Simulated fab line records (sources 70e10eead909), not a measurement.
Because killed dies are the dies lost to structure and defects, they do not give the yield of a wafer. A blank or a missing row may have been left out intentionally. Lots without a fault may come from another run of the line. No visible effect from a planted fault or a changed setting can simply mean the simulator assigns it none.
Which tool is to blame? / flow nandHarc / Sampling: 7 lots, 21 wafers, 2 of 1159 route steps

== WHAT THE GAUGES SHOWED, per wafer ==
NHARC_A_BONDPAD_CD_MEAS_13.
lot=L239; measured=day 18 10:57; on=cdSem-01; cdNm (nm)=504 502 499
lot=L241; measured=day 18 04:11; on=cdSem-01; cdNm (nm)=498 505 499
lot=L244; measured=day 20 04:49; on=cdSem-01; cdNm (nm)=501 496 499
lot=L245; measured=day 20 05:19; on=cdSem-01; cdNm (nm)=499 497 501
lot=L249; measured=day 20 14:34; on=cdSem-03; cdNm (nm)=501 501 502
lot=L256; measured=day 23 06:17; on=cdSem-03; cdNm (nm)=501 496 496
lot=L260; measured=day 23 15:26; on=cdSem-02; cdNm (nm)=502 499 498

== WHAT TOOL EACH LOT RAN ON (gives the tool, then ch and the chambers of the sampled wafers, and finally the start) ==
lot=L239; NHARC_A_ONON_D1_DEP_03=pecvdOnon-01 ch 0, day 8 02:23
lot=L241; NHARC_A_ONON_D1_DEP_03=pecvdOnon-01 ch 0, day 8 12:43
lot=L244; NHARC_A_ONON_D1_DEP_03=pecvdOnon-04 ch 0, day 9 13:14
lot=L245; NHARC_A_ONON_D1_DEP_03=pecvdOnon-04 ch 0, day 9 13:41
lot=L249; NHARC_A_ONON_D1_DEP_03=pecvdOnon-04 ch 0, day 10 16:20
lot=L256; NHARC_A_ONON_D1_DEP_03=pecvdOnon-02 ch 0, day 12 09:25
lot=L260; NHARC_A_ONON_D1_DEP_03=pecvdOnon-02 ch 0, day 13 00:22
- NHARC_A_ONON_D1_DEP_03: target thk 1000 nm.

== THE ANSWER, worked out from the rows above alone ==
Rule: what is usual is taken from the lots themselves. Put in order of their means at a reading, lots are off if they are a third of the lots or fewer, leave a main group of 4 or more, and stand apart from it by a gap of 3 or more times the standard deviation of the main group's means; of several such gaps the widest counts. Not used: any main group whose means are identical at the precision the tables above print for the reading. Also off: a lot with no number at a reading for which 4 or more lots have one. Where the step has rows for the other lots, those lots are counted as sound.
Nothing can be told from this: no lot is off at any reading shown.

== WHAT HAD BEEN PUT IN BY THE SIMULATOR ==
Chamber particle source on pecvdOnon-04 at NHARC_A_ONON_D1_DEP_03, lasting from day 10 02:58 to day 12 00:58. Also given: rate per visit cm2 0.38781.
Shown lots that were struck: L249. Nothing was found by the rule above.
